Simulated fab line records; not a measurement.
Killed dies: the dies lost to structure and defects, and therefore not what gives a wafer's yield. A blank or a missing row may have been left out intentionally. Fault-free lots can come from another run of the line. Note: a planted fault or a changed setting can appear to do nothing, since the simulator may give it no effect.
A sampling plan put to the test || flow n5-finfet || one fab line, 20 faults that these records tell of, each judged on the records of the lots that it struck; 1 more is left out, because the records don't allow judging it
The line's own looks make up the plan; these are the steps of the route where a gauge or inspection reads the wafer and leaves it unchanged. Where struck wafers have a number at a look and the file lists that look's usual mean and standard deviation on fault-free wafers, the look can be judged. Caught: the struck wafers' mean, at a look after the fault's first step, is 4 or more of those standard deviations (sigma) away from the usual mean. On the tool: here the same test is run on the tool's own readings at the fault's steps. A different recipe on the struck wafers counts as caught too, as does a record blank only for those wafers.

THE FAULTS, as the simulator had put them in
1. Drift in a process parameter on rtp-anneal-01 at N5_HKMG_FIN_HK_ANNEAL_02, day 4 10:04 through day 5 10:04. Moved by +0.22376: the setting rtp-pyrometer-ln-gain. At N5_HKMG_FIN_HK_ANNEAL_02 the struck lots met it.
2. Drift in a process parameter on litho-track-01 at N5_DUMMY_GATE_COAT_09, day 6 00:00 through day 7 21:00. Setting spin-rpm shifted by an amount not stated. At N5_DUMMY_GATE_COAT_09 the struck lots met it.
3. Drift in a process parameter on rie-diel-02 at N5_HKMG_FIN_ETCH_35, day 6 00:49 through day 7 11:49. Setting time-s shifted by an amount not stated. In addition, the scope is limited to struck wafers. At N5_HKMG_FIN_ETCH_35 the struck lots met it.
4. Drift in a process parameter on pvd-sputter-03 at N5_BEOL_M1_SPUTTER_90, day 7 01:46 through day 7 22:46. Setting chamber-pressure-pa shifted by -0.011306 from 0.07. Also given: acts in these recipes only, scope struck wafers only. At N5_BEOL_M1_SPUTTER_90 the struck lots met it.
5. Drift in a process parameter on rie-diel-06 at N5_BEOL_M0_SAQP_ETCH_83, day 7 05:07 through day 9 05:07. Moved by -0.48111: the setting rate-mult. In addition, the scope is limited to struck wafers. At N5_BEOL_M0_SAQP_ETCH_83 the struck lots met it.
6. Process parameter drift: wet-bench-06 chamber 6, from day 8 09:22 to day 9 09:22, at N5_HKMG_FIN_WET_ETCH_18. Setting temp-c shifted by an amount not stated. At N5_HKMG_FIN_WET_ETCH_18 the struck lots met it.
7. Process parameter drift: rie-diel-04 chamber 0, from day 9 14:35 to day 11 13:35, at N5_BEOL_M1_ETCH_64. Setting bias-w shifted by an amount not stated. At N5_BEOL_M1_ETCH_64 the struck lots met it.
8. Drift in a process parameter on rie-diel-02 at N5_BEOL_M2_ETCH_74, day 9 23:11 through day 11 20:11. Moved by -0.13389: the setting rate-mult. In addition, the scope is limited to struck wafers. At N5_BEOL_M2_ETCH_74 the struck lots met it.
9. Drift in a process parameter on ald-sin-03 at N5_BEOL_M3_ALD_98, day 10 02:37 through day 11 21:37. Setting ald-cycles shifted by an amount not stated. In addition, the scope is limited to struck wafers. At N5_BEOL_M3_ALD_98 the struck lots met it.
10. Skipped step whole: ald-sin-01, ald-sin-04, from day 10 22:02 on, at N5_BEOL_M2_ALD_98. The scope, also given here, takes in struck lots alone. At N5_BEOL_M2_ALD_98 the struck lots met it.
11. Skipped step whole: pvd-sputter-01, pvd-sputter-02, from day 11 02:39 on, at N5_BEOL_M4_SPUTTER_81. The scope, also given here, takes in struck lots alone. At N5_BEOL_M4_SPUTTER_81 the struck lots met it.
12. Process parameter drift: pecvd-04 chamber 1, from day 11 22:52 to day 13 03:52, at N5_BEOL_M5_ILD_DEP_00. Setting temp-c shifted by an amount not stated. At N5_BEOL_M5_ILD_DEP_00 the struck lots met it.
13. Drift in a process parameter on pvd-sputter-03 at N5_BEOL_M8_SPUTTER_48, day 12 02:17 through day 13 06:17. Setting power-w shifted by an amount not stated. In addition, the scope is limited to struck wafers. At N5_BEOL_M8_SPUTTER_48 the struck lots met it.
14. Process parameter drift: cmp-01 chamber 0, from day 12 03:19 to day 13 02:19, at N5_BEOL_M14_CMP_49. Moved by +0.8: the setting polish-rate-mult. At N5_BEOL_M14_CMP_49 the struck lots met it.
15. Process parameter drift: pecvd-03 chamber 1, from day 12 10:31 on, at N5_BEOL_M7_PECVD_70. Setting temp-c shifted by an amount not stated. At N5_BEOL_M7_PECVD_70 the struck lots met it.
16. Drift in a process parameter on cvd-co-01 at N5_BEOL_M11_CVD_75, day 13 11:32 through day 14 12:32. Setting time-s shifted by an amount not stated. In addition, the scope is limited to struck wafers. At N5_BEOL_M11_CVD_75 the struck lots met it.
17. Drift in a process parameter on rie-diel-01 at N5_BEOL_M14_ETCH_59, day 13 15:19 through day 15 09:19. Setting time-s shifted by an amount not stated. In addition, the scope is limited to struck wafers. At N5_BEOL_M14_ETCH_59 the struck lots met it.
18. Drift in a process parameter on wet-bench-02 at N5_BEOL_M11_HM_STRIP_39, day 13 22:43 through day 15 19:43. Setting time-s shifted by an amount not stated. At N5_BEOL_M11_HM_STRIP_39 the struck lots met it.
19. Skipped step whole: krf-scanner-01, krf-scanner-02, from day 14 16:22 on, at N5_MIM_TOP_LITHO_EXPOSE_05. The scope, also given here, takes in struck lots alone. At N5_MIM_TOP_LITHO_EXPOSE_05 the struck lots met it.
20. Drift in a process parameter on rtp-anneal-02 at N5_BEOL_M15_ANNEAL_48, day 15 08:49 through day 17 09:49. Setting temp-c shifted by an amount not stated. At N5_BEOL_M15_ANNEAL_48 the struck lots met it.

WHAT THE PLAN SAW
{"fault": 1, "on the tool itself": "lamp_zone_2_pct -54 sigma", "first look that catches it": "not the one look that can be judged after it", "reading, sigma": "-", "median hours from its first step to that look": "-", "hours from the fault's start to the first struck lot there": "-", "judged looks passed uncaught": 1}
{"fault": 2, "on the tool itself": "spin-speed-rpm -99 or beyond sigma", "first look that catches it": "not the one look that can be judged after it", "reading, sigma": "-", "median hours from its first step to that look": "-", "hours from the fault's start to the first struck lot there": "-", "judged looks passed uncaught": 1}
{"fault": 3, "on the tool itself": "run-length-s +20 sigma", "first look that catches it": "not the one look that can be judged after it", "reading, sigma": "-", "median hours from its first step to that look": "-", "hours from the fault's start to the first struck lot there": "-", "judged looks passed uncaught": 1}
{"fault": 4, "on the tool itself": "chamber-pressure-pa -75 sigma", "first look that catches it": "not the one look that can be judged after it", "reading, sigma": "-", "median hours from its first step to that look": "-", "hours from the fault's start to the first struck lot there": "-", "judged looks passed uncaught": 1}
{"fault": 5, "on the tool itself": "etch-rf-on-time-s +41 sigma", "first look that catches it": "not the one look that can be judged after it", "reading, sigma": "-", "median hours from its first step to that look": "-", "hours from the fault's start to the first struck lot there": "-", "judged looks passed uncaught": 1}
{"fault": 6, "on the tool itself": "no reading that can be judged", "first look that catches it": "not the one look that can be judged after it", "reading, sigma": "strongest: VT_N at N5_BEOL_M4_RC_MEAS_101, +2.0", "median hours from its first step to that look": "-", "hours from the fault's start to the first struck lot there": "-", "judged looks passed uncaught": 1}
{"fault": 7, "on the tool itself": "bias-w -21 sigma", "first look that catches it": "not the one look that can be judged after it", "reading, sigma": "-", "median hours from its first step to that look": "-", "hours from the fault's start to the first struck lot there": "-", "judged looks passed uncaught": 1}
{"fault": 8, "on the tool itself": "etch-rf-on-time-s +5.8 sigma", "first look that catches it": "not the one look that can be judged after it", "reading, sigma": "-", "median hours from its first step to that look": "-", "hours from the fault's start to the first struck lot there": "-", "judged looks passed uncaught": 1}
{"fault": 9, "on the tool itself": "under 2 sigma", "first look that catches it": "not the one look that can be judged after it", "reading, sigma": "-", "median hours from its first step to that look": "-", "hours from the fault's start to the first struck lot there": "-", "judged looks passed uncaught": 1}
{"fault": 10, "on the tool itself": "the tool's record is blank for the struck wafers", "first look that catches it": "not the one look that can be judged after it", "reading, sigma": "-", "median hours from its first step to that look": "-", "hours from the fault's start to the first struck lot there": "-", "judged looks passed uncaught": 1}
{"fault": 11, "on the tool itself": "the tool's record is blank for the struck wafers", "first look that catches it": "not the one look that can be judged after it", "reading, sigma": "-", "median hours from its first step to that look": "-", "hours from the fault's start to the first struck lot there": "-", "judged looks passed uncaught": 1}
{"fault": 12, "on the tool itself": "susceptor-temp-C -37 sigma", "first look that catches it": "N5_BEOL_M5_THK_MEAS_01", "reading, sigma": "M5_ILD_THK +4.0", "median hours from its first step to that look": 0.6, "hours from the fault's start to the first struck lot there": 7, "judged looks passed uncaught": 0}
{"fault": 13, "on the tool itself": "cathode-dc-power-W +99 or beyond sigma", "first look that catches it": "no look after it can be judged", "reading, sigma": "-", "median hours from its first step to that look": "-", "hours from the fault's start to the first struck lot there": "-", "judged looks passed uncaught": 0}
{"fault": 14, "on the tool itself": "barrier-field-endpoint-s -21 sigma", "first look that catches it": "not the one look that can be judged after it", "reading, sigma": "-", "median hours from its first step to that look": "-", "hours from the fault's start to the first struck lot there": "-", "judged looks passed uncaught": 1}
{"fault": 15, "on the tool itself": "susceptor-temp-C +50 sigma", "first look that catches it": "no look after it can be judged", "reading, sigma": "-", "median hours from its first step to that look": "-", "hours from the fault's start to the first struck lot there": "-", "judged looks passed uncaught": 0}
{"fault": 16, "on the tool itself": "run-length-s -87 sigma", "first look that catches it": "no look after it can be judged", "reading, sigma": "-", "median hours from its first step to that look": "-", "hours from the fault's start to the first struck lot there": "-", "judged looks passed uncaught": 0}
{"fault": 17, "on the tool itself": "run-length-s +16 sigma", "first look that catches it": "no look after it can be judged", "reading, sigma": "-", "median hours from its first step to that look": "-", "hours from the fault's start to the first struck lot there": "-", "judged looks passed uncaught": 0}
{"fault": 18, "on the tool itself": "run-length-s +4.3 sigma", "first look that catches it": "no look after it can be judged", "reading, sigma": "-", "median hours from its first step to that look": "-", "hours from the fault's start to the first struck lot there": "-", "judged looks passed uncaught": 0}
{"fault": 19, "on the tool itself": "no reading that can be judged", "first look that catches it": "no look after it can be judged", "reading, sigma": "-", "median hours from its first step to that look": "-", "hours from the fault's start to the first struck lot there": "-", "judged looks passed uncaught": 0}
{"fault": 20, "on the tool itself": "wafer_temp_C_max +5.4 sigma", "first look that catches it": "no look after it can be judged", "reading, sigma": "-", "median hours from its first step to that look": "-", "hours from the fault's start to the first struck lot there": "-", "judged looks passed uncaught": 0}
A dash: the fault isn't caught, or these records don't give the number.

Caught at a look: 1 of 20. Caught on the tool: 17 of 20. By one or the other: 17 of 20.
Faults 1, 2, 3, 4, 5, 7, 8, 10, 11, 13, 14, 15, 16, 17, 18, 20 were caught on the tool alone.
Caught by neither: faults 6, 9, 19.

THINNER SAMPLING
In the worst case, this is how late the first struck lot would be measured if the look that catches a fault measured only every second or every third lot, by lot number:
{"fault": 12, "struck lots at that look, in order of time": "L258, L260", "every lot": "7 h", "every second lot": "may miss all 2", "every third lot": "may miss all 2"}
Hours: fault start to first struck lot measured. Since the struck wafers were tested as one group against 4 sigma, a single lot by itself may lie under the limit. Other struck lots may not be in these records.

THE LONGEST TIMED WAY FROM STEP TO LOOK
For fault 12, N5_BEOL_M5_ILD_DEP_00 and N5_BEOL_M5_THK_MEAS_01 are separated by a median of 0.6 hours. No look between them can be judged.
